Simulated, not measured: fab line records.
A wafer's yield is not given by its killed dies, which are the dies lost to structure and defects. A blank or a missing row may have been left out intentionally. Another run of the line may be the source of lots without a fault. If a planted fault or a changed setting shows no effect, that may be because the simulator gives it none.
The tool behind it: which one? / flow n5_finfet / 72 wafers from 24 lots sampled at 6 of the route's 1938 steps

## WHAT THE GAUGES READ, wafer by wafer
N5_BEOL_M4_CD_MEAS_11: target cd 16.79 nm.
lot=L074; measured=day 8 00:17; on=cd_sem-03; cd_nm (nm)=16.56 16.62 16.63
lot=L075; measured=day 8 03:08; on=cd_sem-02; cd_nm (nm)=16.93 16.77 16.85
lot=L076; measured=day 8 10:58; on=cd_sem-03; cd_nm (nm)=17.09 16.87 16.69
lot=L077; measured=day 8 11:18; on=cd_sem-03; cd_nm (nm)=16.53 16.67 16.59
lot=L078; measured=day 8 11:28; on=cd_sem-03; cd_nm (nm)=17.04 16.85 16.70
lot=L079; measured=day 9 06:40; on=cd_sem-02; cd_nm (nm)=16.81 16.96 16.94
lot=L080; measured=day 9 12:54; on=cd_sem-01; cd_nm (nm)=16.58 16.80 16.59
lot=L081; measured=day 9 14:28; on=cd_sem-02; cd_nm (nm)=17.10 16.80 16.91
lot=L082; measured=day 9 19:15; on=cd_sem-02; cd_nm (nm)=16.97 17.18 16.86
lot=L084; measured=day 9 20:32; on=cd_sem-01; cd_nm (nm)=16.96 17.20 17.28
lot=L083; measured=day 9 20:43; on=cd_sem-03; cd_nm (nm)=16.55 17.14 16.61
lot=L085; measured=day 10 15:23; on=cd_sem-02; cd_nm (nm)=16.92 17.31 17.40
lot=L086; measured=day 11 02:47; on=cd_sem-03; cd_nm (nm)=16.58 17.06 16.64
lot=L089; measured=day 11 07:42; on=cd_sem-01; cd_nm (nm)=16.78 16.71 17.20
lot=L088; measured=day 11 10:11; on=cd_sem-02; cd_nm (nm)=16.87 17.00 16.98
lot=L090; measured=day 11 11:13; on=cd_sem-02; cd_nm (nm)=16.71 16.84 17.04
lot=L087; measured=day 11 23:32; on=cd_sem-03; cd_nm (nm)=16.61 16.97 17.00
lot=L092; measured=day 12 04:06; on=cd_sem-02; cd_nm (nm)=16.52 16.42 16.94
lot=L093; measured=day 12 12:05; on=cd_sem-03; cd_nm (nm)=16.70 16.60 16.49
lot=L094; measured=day 12 16:47; on=cd_sem-02; cd_nm (nm)=16.84 16.83 17.00
lot=L091; measured=day 12 23:23; on=cd_sem-02; cd_nm (nm)=17.01 17.04 17.00
lot=L095; measured=day 12 23:33; on=cd_sem-01; cd_nm (nm)=16.89 16.78 17.03
lot=L096; measured=day 13 03:49; on=cd_sem-02; cd_nm (nm)=16.66 16.86 16.78
lot=L097; measured=day 13 14:12; on=cd_sem-01; cd_nm (nm)=17.04 17.38 16.86

N5_BEOL_M5_CD_MEAS_11: target cd 27.74 nm.
lot=L074; measured=day 8 12:51; on=cd_sem-03; cd_nm (nm)=27.6 27.6 27.7
lot=L075; measured=day 8 14:43; on=cd_sem-02; cd_nm (nm)=28.3 28.7 28.1
lot=L076; measured=day 9 00:25; on=cd_sem-03; cd_nm (nm)=27.8 27.8 27.7
lot=L077; measured=day 9 03:50; on=cd_sem-02; cd_nm (nm)=28.2 28.6 28.5
lot=L078; measured=day 9 03:40; on=cd_sem-02; cd_nm (nm)=28.1 28.1 28.3
lot=L079; measured=day 9 19:35; on=cd_sem-03; cd_nm (nm)=28.1 27.6 27.4
lot=L080; measured=day 9 22:50; on=cd_sem-02; cd_nm (nm)=28.6 28.2 28.7
lot=L081; measured=day 10 04:17; on=cd_sem-01; cd_nm (nm)=27.7 28.1 28.5
lot=L082; measured=day 10 07:38; on=cd_sem-03; cd_nm (nm)=28.2 28.5 27.7
lot=L084; measured=day 10 10:20; on=cd_sem-03; cd_nm (nm)=27.8 28.7 28.2
lot=L083; measured=day 10 10:08; on=cd_sem-02; cd_nm (nm)=28.1 28.0 27.7
lot=L085; measured=day 11 08:10; on=cd_sem-03; cd_nm (nm)=27.8 27.3 28.4
lot=L086; measured=day 11 13:56; on=cd_sem-02; cd_nm (nm)=28.4 28.5 28.3
lot=L089; measured=day 11 22:48; on=cd_sem-02; cd_nm (nm)=27.9 28.2 28.1
lot=L088; measured=day 12 03:17; on=cd_sem-02; cd_nm (nm)=28.4 28.3 28.5
lot=L090; measured=day 12 08:03; on=cd_sem-02; cd_nm (nm)=27.8 28.1 27.8
lot=L087; measured=day 12 16:45; on=cd_sem-02; cd_nm (nm)=28.0 28.4 28.1
lot=L092; measured=day 12 19:38; on=cd_sem-02; cd_nm (nm)=28.7 28.3 28.2
lot=L093; measured=day 13 07:31; on=cd_sem-03; cd_nm (nm)=28.2 28.1 28.0
lot=L094; measured=day 13 07:44; on=cd_sem-03; cd_nm (nm)=28.1 28.2 28.3
lot=L091; measured=day 13 14:53; on=cd_sem-01; cd_nm (nm)=28.1 27.8 27.9
lot=L095; measured=day 13 14:30; on=cd_sem-03; cd_nm (nm)=28.2 28.0 28.5
lot=L096; measured=day 13 17:59; on=cd_sem-03; cd_nm (nm)=28.0 27.5 27.3
lot=L097; measured=day 14 00:49; on=cd_sem-03; cd_nm (nm)=28.6 28.4 28.3

## WHAT TOOL EACH LOT RAN ON (gives the tool, then ch and the chambers of the sampled wafers, and finally the start)
lot=L074; N5_BEOL_M4_SPUTTER_79=pvd_sputter-03, day 8 08:10; N5_BEOL_M4_SPUTTER_88=pvd_sputter-03, day 8 08:50; N5_BEOL_M4_CO_CAP_55=cvd_co-01 ch 0,1, day 8 10:34; N5_BEOL_M5_HM_DEP_02=pvd_sputter-02, day 8 12:28
lot=L075; N5_BEOL_M4_SPUTTER_79=pvd_sputter-02, day 8 08:27; N5_BEOL_M4_SPUTTER_88=pvd_sputter-02, day 8 09:11; N5_BEOL_M4_CO_CAP_55=cvd_co-01 ch 0,2, day 8 11:04; N5_BEOL_M5_HM_DEP_02=pvd_sputter-03, day 8 14:20
lot=L076; N5_BEOL_M4_SPUTTER_79=pvd_sputter-02, day 8 17:35; N5_BEOL_M4_SPUTTER_88=pvd_sputter-02, day 8 18:14; N5_BEOL_M4_CO_CAP_55=cvd_co-02 ch 0,2, day 8 19:59; N5_BEOL_M5_HM_DEP_02=pvd_sputter-01, day 8 23:55
lot=L077; N5_BEOL_M4_SPUTTER_79=pvd_sputter-02, day 8 22:24; N5_BEOL_M4_SPUTTER_88=pvd_sputter-02, day 8 23:04; N5_BEOL_M4_CO_CAP_55=cvd_co-02 ch 0,1, day 9 00:54; N5_BEOL_M5_HM_DEP_02=pvd_sputter-01, day 9 03:17
lot=L078; N5_BEOL_M4_SPUTTER_79=pvd_sputter-03, day 8 22:13; N5_BEOL_M4_SPUTTER_88=pvd_sputter-03, day 8 22:53; N5_BEOL_M4_CO_CAP_55=cvd_co-01 ch 0,1, day 9 00:39; N5_BEOL_M5_HM_DEP_02=pvd_sputter-01, day 9 03:09
lot=L079; N5_BEOL_M4_SPUTTER_79=pvd_sputter-03, day 9 14:31; N5_BEOL_M4_SPUTTER_88=pvd_sputter-03, day 9 15:11; N5_BEOL_M4_CO_CAP_55=cvd_co-02 ch 0,1,2, day 9 17:01; N5_BEOL_M5_HM_DEP_02=pvd_sputter-01, day 9 19:04
lot=L080; N5_BEOL_M4_SPUTTER_79=pvd_sputter-03, day 9 17:36; N5_BEOL_M4_SPUTTER_88=pvd_sputter-03, day 9 18:16; N5_BEOL_M4_CO_CAP_55=cvd_co-02 ch 1,2, day 9 20:05; N5_BEOL_M5_HM_DEP_02=pvd_sputter-03, day 9 22:26
lot=L081; N5_BEOL_M4_SPUTTER_79=pvd_sputter-01, day 9 21:40; N5_BEOL_M4_SPUTTER_88=pvd_sputter-01, day 9 22:19; N5_BEOL_M4_CO_CAP_55=cvd_co-01 ch 0,1, day 10 01:20; N5_BEOL_M5_HM_DEP_02=pvd_sputter-01, day 10 03:43
lot=L082; N5_BEOL_M4_SPUTTER_79=pvd_sputter-03, day 10 01:25; N5_BEOL_M4_SPUTTER_88=pvd_sputter-03, day 10 02:05; N5_BEOL_M4_CO_CAP_55=cvd_co-02 ch 0,1,2, day 10 03:50; N5_BEOL_M5_HM_DEP_02=pvd_sputter-01, day 10 07:15
lot=L084; N5_BEOL_M4_SPUTTER_79=pvd_sputter-01, day 10 05:10; N5_BEOL_M4_SPUTTER_88=pvd_sputter-01, day 10 05:50; N5_BEOL_M4_CO_CAP_55=cvd_co-02 ch 1,2, day 10 07:51; N5_BEOL_M5_HM_DEP_02=pvd_sputter-03, day 10 09:53
lot=L083; N5_BEOL_M4_SPUTTER_79=pvd_sputter-02, day 10 04:59; N5_BEOL_M4_SPUTTER_88=pvd_sputter-02, day 10 05:38; N5_BEOL_M4_CO_CAP_55=cvd_co-01 ch 0,1, day 10 07:43; N5_BEOL_M5_HM_DEP_02=pvd_sputter-02, day 10 09:44
lot=L085; N5_BEOL_M4_SPUTTER_79=pvd_sputter-01, day 11 03:04; N5_BEOL_M4_SPUTTER_88=pvd_sputter-01, day 11 03:44; N5_BEOL_M4_CO_CAP_55=cvd_co-02 ch 0,1,2, day 11 05:29; N5_BEOL_M5_HM_DEP_02=pvd_sputter-03, day 11 07:38
lot=L086; N5_BEOL_M4_SPUTTER_79=pvd_sputter-03, day 11 08:03; N5_BEOL_M4_SPUTTER_88=pvd_sputter-03, day 11 08:43; N5_BEOL_M4_CO_CAP_55=cvd_co-02 ch 0,1, day 11 10:28; N5_BEOL_M5_HM_DEP_02=pvd_sputter-01, day 11 13:33
lot=L089; N5_BEOL_M4_SPUTTER_79=pvd_sputter-02, day 11 16:26; N5_BEOL_M4_SPUTTER_88=pvd_sputter-02, day 11 17:05; N5_BEOL_M4_CO_CAP_55=cvd_co-01 ch 0,1, day 11 18:55; N5_BEOL_M5_HM_DEP_02=pvd_sputter-02, day 11 22:17
lot=L088; N5_BEOL_M4_SPUTTER_79=pvd_sputter-01, day 11 21:19; N5_BEOL_M4_SPUTTER_88=pvd_sputter-01, day 11 21:58; N5_BEOL_M4_CO_CAP_55=cvd_co-01 ch 0,1, day 12 00:04; N5_BEOL_M5_HM_DEP_02=pvd_sputter-01, day 12 02:53
lot=L090; N5_BEOL_M4_SPUTTER_79=pvd_sputter-01, day 12 00:19; N5_BEOL_M4_SPUTTER_88=pvd_sputter-01, day 12 00:58; N5_BEOL_M4_CO_CAP_55=cvd_co-01 ch 0,1, day 12 02:56; N5_BEOL_M5_HM_DEP_02=pvd_sputter-03, day 12 07:38
lot=L087; N5_BEOL_M4_SPUTTER_79=pvd_sputter-03, day 12 10:00; N5_BEOL_M4_SPUTTER_88=pvd_sputter-03, day 12 10:40; N5_BEOL_M4_CO_CAP_55=cvd_co-02 ch 0,1,2, day 12 12:25; N5_BEOL_M5_HM_DEP_02=pvd_sputter-03, day 12 16:22
lot=L092; N5_BEOL_M4_SPUTTER_79=pvd_sputter-02, day 12 14:18; N5_BEOL_M4_SPUTTER_88=pvd_sputter-02, day 12 14:58; N5_BEOL_M4_CO_CAP_55=cvd_co-01 ch 0,1, day 12 16:43; N5_BEOL_M5_HM_DEP_02=pvd_sputter-02, day 12 19:07
lot=L093; N5_BEOL_M4_SPUTTER_79=pvd_sputter-03, day 13 01:09; N5_BEOL_M4_SPUTTER_88=pvd_sputter-03, day 13 01:49; N5_BEOL_M4_CO_CAP_55=cvd_co-01 ch 0,1, day 13 03:34; N5_BEOL_M5_HM_DEP_02=pvd_sputter-03, day 13 07:01
lot=L094; N5_BEOL_M4_SPUTTER_79=pvd_sputter-02, day 13 01:38; N5_BEOL_M4_SPUTTER_88=pvd_sputter-02, day 13 02:18; N5_BEOL_M4_CO_CAP_55=cvd_co-01 ch 0,1, day 13 04:04; N5_BEOL_M5_HM_DEP_02=pvd_sputter-03, day 13 07:14
lot=L091; N5_BEOL_M4_SPUTTER_79=pvd_sputter-03, day 13 09:17; N5_BEOL_M4_SPUTTER_88=pvd_sputter-03, day 13 09:57; N5_BEOL_M4_CO_CAP_55=cvd_co-02 ch 0,1, day 13 11:59; N5_BEOL_M5_HM_DEP_02=pvd_sputter-03, day 13 14:22
lot=L095; N5_BEOL_M4_SPUTTER_79=pvd_sputter-02, day 13 09:23; N5_BEOL_M4_SPUTTER_88=pvd_sputter-02, day 13 10:03; N5_BEOL_M4_CO_CAP_55=cvd_co-01 ch 0,1, day 13 12:05; N5_BEOL_M5_HM_DEP_02=pvd_sputter-03, day 13 13:58
lot=L096; N5_BEOL_M4_SPUTTER_79=pvd_sputter-01, day 13 10:29; N5_BEOL_M4_SPUTTER_88=pvd_sputter-01, day 13 11:08; N5_BEOL_M4_CO_CAP_55=cvd_co-01 ch 0, day 13 12:55; N5_BEOL_M5_HM_DEP_02=pvd_sputter-03, day 13 17:35
lot=L097; N5_BEOL_M4_SPUTTER_79=pvd_sputter-01, day 13 19:25; N5_BEOL_M4_SPUTTER_88=pvd_sputter-01, day 13 20:04; N5_BEOL_M4_CO_CAP_55=cvd_co-01 ch 0,1, day 13 21:53; N5_BEOL_M5_HM_DEP_02=pvd_sputter-03, day 14 00:17
- N5_BEOL_M4_SPUTTER_79: material Cu, target thk 4.5 nm, time 8.29 s.
- N5_BEOL_M4_SPUTTER_88: material Cu, target thk 4.5 nm, time 8.29 s.
- N5_BEOL_M4_CO_CAP_55: material Co, precursor CCTBA/H2, target thk 2 nm, time 102.1 s.
- N5_BEOL_M5_HM_DEP_02: deposits TiN, target thk 20 nm.

## WHAT THE TOOLS THEMSELVES READ (means of the sampled wafers that have a number; where no wafer has one, the mark that the record gives instead)
N5_BEOL_M4_SPUTTER_79.
lot=L074; tool=pvd_sputter-03; chuck_sensor_temp_C (C)=-15.7; throttle_valve_pct (%)=31.3
lot=L075; tool=pvd_sputter-02; chuck_sensor_temp_C (C)=-15.6; throttle_valve_pct (%)=30.8
lot=L076; tool=pvd_sputter-02; chuck_sensor_temp_C (C)=-15.6; throttle_valve_pct (%)=30.4
lot=L077; tool=pvd_sputter-02; chuck_sensor_temp_C (C)=-15.6; throttle_valve_pct (%)=29.7
lot=L078; tool=pvd_sputter-03; chuck_sensor_temp_C (C)=-16.2; throttle_valve_pct (%)=31.2
lot=L079; tool=pvd_sputter-03; chuck_sensor_temp_C (C)=-15.9; throttle_valve_pct (%)=30.9
lot=L080; tool=pvd_sputter-03; chuck_sensor_temp_C (C)=-16.4; throttle_valve_pct (%)=31.2
lot=L081; tool=pvd_sputter-01; chuck_sensor_temp_C (C)=-16.6; throttle_valve_pct (%)=29.4
lot=L082; tool=pvd_sputter-03; chuck_sensor_temp_C (C)=-16.4; throttle_valve_pct (%)=30.7
lot=L084; tool=pvd_sputter-01; chuck_sensor_temp_C (C)=-16.0; throttle_valve_pct (%)=30.0
lot=L083; tool=pvd_sputter-02; chuck_sensor_temp_C (C)=-15.6; throttle_valve_pct (%)=27.9
lot=L085; tool=pvd_sputter-01; chuck_sensor_temp_C (C)=-16.1; throttle_valve_pct (%)=29.8
lot=L086; tool=pvd_sputter-03; chuck_sensor_temp_C (C)=-15.6; throttle_valve_pct (%)=30.9
lot=L089; tool=pvd_sputter-02; chuck_sensor_temp_C (C)=-15.6; throttle_valve_pct (%)=29.2
lot=L088; tool=pvd_sputter-01; chuck_sensor_temp_C (C)=-16.1; throttle_valve_pct (%)=29.1
lot=L090; tool=pvd_sputter-01; chuck_sensor_temp_C (C)=-15.8; throttle_valve_pct (%)=29.6
lot=L087; tool=pvd_sputter-03; chuck_sensor_temp_C (C)=-16.3; throttle_valve_pct (%)=30.4
lot=L092; tool=pvd_sputter-02; chuck_sensor_temp_C (C)=-15.5; throttle_valve_pct (%)=28.9
lot=L093; tool=pvd_sputter-03; chuck_sensor_temp_C (C)=-16.3; throttle_valve_pct (%)=30.8
lot=L094; tool=pvd_sputter-02; chuck_sensor_temp_C (C)=-15.7; throttle_valve_pct (%)=29.1
lot=L091; tool=pvd_sputter-03; chuck_sensor_temp_C (C)=-16.0; throttle_valve_pct (%)=30.8
lot=L095; tool=pvd_sputter-02; chuck_sensor_temp_C (C)=-15.8; throttle_valve_pct (%)=28.2
lot=L096; tool=pvd_sputter-01; chuck_sensor_temp_C (C)=-16.5; throttle_valve_pct (%)=29.6
lot=L097; tool=pvd_sputter-01; chuck_sensor_temp_C (C)=-15.5; throttle_valve_pct (%)=29.2

N5_BEOL_M4_SPUTTER_88.
lot=L074; tool=pvd_sputter-03; chuck_sensor_temp_C (C)=-15.6; throttle_valve_pct (%)=31.2
lot=L075; tool=pvd_sputter-02; chuck_sensor_temp_C (C)=-15.4; throttle_valve_pct (%)=30.9
lot=L076; tool=pvd_sputter-02; chuck_sensor_temp_C (C)=-15.5; throttle_valve_pct (%)=30.4
lot=L077; tool=pvd_sputter-02; chuck_sensor_temp_C (C)=-15.7; throttle_valve_pct (%)=29.8
lot=L078; tool=pvd_sputter-03; chuck_sensor_temp_C (C)=-16.0; throttle_valve_pct (%)=30.9
lot=L079; tool=pvd_sputter-03; chuck_sensor_temp_C (C)=-15.9; throttle_valve_pct (%)=30.9
lot=L080; tool=pvd_sputter-03; chuck_sensor_temp_C (C)=-16.4; throttle_valve_pct (%)=31.0
lot=L081; tool=pvd_sputter-01; chuck_sensor_temp_C (C)=-16.6; throttle_valve_pct (%)=29.4
lot=L082; tool=pvd_sputter-03; chuck_sensor_temp_C (C)=-16.4; throttle_valve_pct (%)=30.6
lot=L084; tool=pvd_sputter-01; chuck_sensor_temp_C (C)=-16.1; throttle_valve_pct (%)=30.2
lot=L083; tool=pvd_sputter-02; chuck_sensor_temp_C (C)=-15.7; throttle_valve_pct (%)=27.8
lot=L085; tool=pvd_sputter-01; chuck_sensor_temp_C (C)=-16.1; throttle_valve_pct (%)=29.8
lot=L086; tool=pvd_sputter-03; chuck_sensor_temp_C (C)=-15.6; throttle_valve_pct (%)=30.9
lot=L089; tool=pvd_sputter-02; chuck_sensor_temp_C (C)=-15.7; throttle_valve_pct (%)=29.1
lot=L088; tool=pvd_sputter-01; chuck_sensor_temp_C (C)=-16.1; throttle_valve_pct (%)=29.3
lot=L090; tool=pvd_sputter-01; chuck_sensor_temp_C (C)=-15.8; throttle_valve_pct (%)=29.5
lot=L087; tool=pvd_sputter-03; chuck_sensor_temp_C (C)=-16.4; throttle_valve_pct (%)=30.5
lot=L092; tool=pvd_sputter-02; chuck_sensor_temp_C (C)=-15.6; throttle_valve_pct (%)=29.0
lot=L093; tool=pvd_sputter-03; chuck_sensor_temp_C (C)=-16.4; throttle_valve_pct (%)=30.6
lot=L094; tool=pvd_sputter-02; chuck_sensor_temp_C (C)=-15.6; throttle_valve_pct (%)=29.2
lot=L091; tool=pvd_sputter-03; chuck_sensor_temp_C (C)=-15.8; throttle_valve_pct (%)=30.6
lot=L095; tool=pvd_sputter-02; chuck_sensor_temp_C (C)=-15.6; throttle_valve_pct (%)=28.4
lot=L096; tool=pvd_sputter-01; chuck_sensor_temp_C (C)=-16.5; throttle_valve_pct (%)=29.6
lot=L097; tool=pvd_sputter-01; chuck_sensor_temp_C (C)=-15.5; throttle_valve_pct (%)=29.3

N5_BEOL_M4_CO_CAP_55.
lot=L074; tool=cvd_co-01; heater_power_w (W)=231
lot=L075; tool=cvd_co-01; heater_power_w (W)=229
lot=L076; tool=cvd_co-02; heater_power_w (W)=270
lot=L077; tool=cvd_co-02; heater_power_w (W)=246
lot=L078; tool=cvd_co-01; heater_power_w (W)=238
lot=L079; tool=cvd_co-02; heater_power_w (W)=257
lot=L080; tool=cvd_co-02; heater_power_w (W)=265
lot=L081; tool=cvd_co-01; heater_power_w (W)=240
lot=L082; tool=cvd_co-02; heater_power_w (W)=259
lot=L084; tool=cvd_co-02; heater_power_w (W)=270
lot=L083; tool=cvd_co-01; heater_power_w (W)=235
lot=L085; tool=cvd_co-02; heater_power_w (W)=258
lot=L086; tool=cvd_co-02; heater_power_w (W)=250
lot=L089; tool=cvd_co-01; heater_power_w (W)=234
lot=L088; tool=cvd_co-01; heater_power_w (W)=239
lot=L090; tool=cvd_co-01; heater_power_w (W)=238
lot=L087; tool=cvd_co-02; heater_power_w (W)=256
lot=L092; tool=cvd_co-01; heater_power_w (W)=237
lot=L093; tool=cvd_co-01; heater_power_w (W)=239
lot=L094; tool=cvd_co-01; heater_power_w (W)=234
lot=L091; tool=cvd_co-02; heater_power_w (W)=245
lot=L095; tool=cvd_co-01; heater_power_w (W)=240
lot=L096; tool=cvd_co-01; heater_power_w (W)=235
lot=L097; tool=cvd_co-01; heater_power_w (W)=241

N5_BEOL_M5_HM_DEP_02.
lot=L074; tool=pvd_sputter-02; throttle_valve_pct (%)=28.5
lot=L075; tool=pvd_sputter-03; throttle_valve_pct (%)=30.5
lot=L076; tool=pvd_sputter-01; throttle_valve_pct (%)=29.8
lot=L077; tool=pvd_sputter-01; throttle_valve_pct (%)=29.8
lot=L078; tool=pvd_sputter-01; throttle_valve_pct (%)=29.4
lot=L079; tool=pvd_sputter-01; throttle_valve_pct (%)=29.6
lot=L080; tool=pvd_sputter-03; throttle_valve_pct (%)=30.8
lot=L081; tool=pvd_sputter-01; throttle_valve_pct (%)=29.9
lot=L082; tool=pvd_sputter-01; throttle_valve_pct (%)=29.4
lot=L084; tool=pvd_sputter-03; throttle_valve_pct (%)=30.2
lot=L083; tool=pvd_sputter-02; throttle_valve_pct (%)=31.2
lot=L085; tool=pvd_sputter-03; throttle_valve_pct (%)=31.2
lot=L086; tool=pvd_sputter-01; throttle_valve_pct (%)=29.7
lot=L089; tool=pvd_sputter-02; throttle_valve_pct (%)=29.5
lot=L088; tool=pvd_sputter-01; throttle_valve_pct (%)=29.2
lot=L090; tool=pvd_sputter-03; throttle_valve_pct (%)=30.7
lot=L087; tool=pvd_sputter-03; throttle_valve_pct (%)=31.4
lot=L092; tool=pvd_sputter-02; throttle_valve_pct (%)=29.1
lot=L093; tool=pvd_sputter-03; throttle_valve_pct (%)=30.7
lot=L094; tool=pvd_sputter-03; throttle_valve_pct (%)=30.5
lot=L091; tool=pvd_sputter-03; throttle_valve_pct (%)=31.0
lot=L095; tool=pvd_sputter-03; throttle_valve_pct (%)=30.6
lot=L096; tool=pvd_sputter-03; throttle_valve_pct (%)=31.0
lot=L097; tool=pvd_sputter-03; throttle_valve_pct (%)=30.6

## THE ANSWER, worked out from the rows above alone
Rule: what is usual is taken from the lots themselves. Put in order of their means at a reading, lots are off if they are a third of the lots or fewer, leave a main group of 4 or more, and stand apart from it by a gap of 3 or more times the standard deviation of the main group's means; of several such gaps the widest counts. A main group whose means are all the same, to the digits that the tables above print for the reading, isn't used. A lot without any number at a reading at which 4 lots or more have one is off too. All remaining lots with rows at the step are treated as sound. The gauges are gone through in route order, then the tools' own readings, and for those a lot's mean is taken as printed above. At the first step where some lot is off, the reading lying furthest off is the one used; lots without a number count as furthest.
Across all readings shown, no lot is off: no conclusion can be drawn from this.

## WHAT THE SIMULATOR PUT IN
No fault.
